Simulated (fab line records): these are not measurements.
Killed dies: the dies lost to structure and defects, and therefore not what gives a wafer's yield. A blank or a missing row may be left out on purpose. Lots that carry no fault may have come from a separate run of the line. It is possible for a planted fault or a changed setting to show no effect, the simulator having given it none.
Split-lot experiment ; flow n5_finfet ; on a route of 1938 steps: 7 lots, 39 wafers read

== THE SPLIT ITSELF ==
At N5_ZERO_LAYER_PECVD_02 (deposits SiO2 from SiH4/N2O, target thk 10 nm, time 6 s), the setting time_s was moved away from the recipe's 6 s on 15 of the 39 wafers read, by -28.1% to +42.8%. The other wafers ran this setting at the recipe's value.

The split's own step is where the reading is taken.

== THE READING ==
SiO2_of_ZERO_LAYER_PECVD_02.thk_nm (the simulator's own value, which no gauge read), in nm, at N5_ZERO_LAYER_PECVD_02 (deposits SiO2 from SiH4/N2O, target thk 10 nm, time 6 s). The file does not state a usual value for it. Across the 24 wafers here that went through the recipe, the average is 10.022 nm and the standard deviation 0.15 nm.

wafer;tool, chamber at the split;time_s as run, s;against the recipe;SiO2_of_ZERO_LAYER_PECVD_02.thk_nm, nm;against lot-mates on the recipe
L077.1;pecvd-04, 1;6;recipe;10.02;-
L077.2;pecvd-04, 2;6;recipe;10.01;-
L077.3;pecvd-04, 0;8.211;+36.9%;13.52;+3.480
L077.4;pecvd-04, 0;8.211;+36.9%;13.58;+3.540
L077.5;pecvd-04, 1;6;recipe;10.09;-
L077.6;pecvd-04, 2;8.211;+36.9%;13.93;+3.890
L083.1;pecvd-03, 1;6;recipe;9.865;-
L083.2;pecvd-03, 2;8.57;+42.8%;13.99;+4.057
L083.3;pecvd-03, 0;6;recipe;9.815;-
L083.4;pecvd-03, 2;8.57;+42.8%;14.33;+4.397
L083.5;pecvd-03, 1;6;recipe;10.12;-
L083.6;pecvd-03, 0;8.57;+42.8%;14.27;+4.337
L086.1;pecvd-01, 1;6;recipe;9.906;-
L086.2;pecvd-01, 2;6;recipe;9.727;-
L086.3;pecvd-01, 0;6;recipe;9.968;-
L086.4;pecvd-01, 2;6;recipe;9.814;-
L086.5;pecvd-01, 1;6;recipe;10.08;-
L086.6;pecvd-01, 0;6;recipe;10.12;-
L090.1;pecvd-03, 2;4.594;-23.4%;7.498;-2.503
L090.2;pecvd-03, 1;6;recipe;9.874;-
L090.3;pecvd-03, 0;4.594;-23.4%;7.527;-2.474
L090.4;pecvd-03, 1;6;recipe;10.09;-
L090.5;pecvd-03, 0;4.594;-23.4%;7.592;-2.409
L090.6;pecvd-03, 2;6;recipe;10.04;-
L092.1;pecvd-03, 1;7.383;+23.0%;12.2;+2.083
L092.2;pecvd-03, 0;6;recipe;9.9;-
L092.3;pecvd-03, 2;7.383;+23.0%;12.46;+2.343
L092.4;pecvd-03, 0;6;recipe;10.2;-
L092.5;pecvd-03, 1;6;recipe;10.25;-
L092.6;pecvd-03, 2;7.383;+23.0%;12.43;+2.313
L094.1;pecvd-04, 0;6;recipe;9.864;-
L094.2;pecvd-04, 1;4.316;-28.1%;7.183;-2.868
L094.3;pecvd-04, 2;4.316;-28.1%;7.319;-2.732
L094.4;pecvd-04, 2;6;recipe;10.31;-
L094.5;pecvd-04, 1;4.316;-28.1%;7.413;-2.638
L094.6;pecvd-04, 0;6;recipe;9.98;-
L096.3;pecvd-03, 1;6;recipe;10.03;-
L096.4;pecvd-03, 0;6;recipe;10.29;-
L096.5;pecvd-03, 1;6;recipe;10.16;-

FIT RESULTS
A straight line over all 39 wafers: SiO2_of_ZERO_LAYER_PECVD_02.thk_nm changes by +0.0993 nm for each +1% of time_s; r = +1.00; the points scatter about the line by 0.16 nm.
The same after taking each lot's own level away (the mean of its wafers on the recipe; 39 wafers): +0.0996 nm for each +1%; r = +1.00; scatter 0.14 nm.
Per that fit: largest time_s move, reading shift of 4.3 nm.
From 9.9333 to 10.1600 nm: that is the span of the lots' own levels, equal to 1.5 times the standard deviation above.
Consequently the slope shifts little with the lot-to-lot level, the two slopes agreeing.
Check: for one of the wafers moved furthest among these (+42.8%), held out of the fit, the line's prediction against its lot-mates is +4.28 nm. Against them it came out at +4.06 nm.

== THE FILE'S OWN FIT ==
SiO2_of_ZERO_LAYER_PECVD_02.thk_nm changes by +0.0994 nm for each +1% of time_s, r = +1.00.
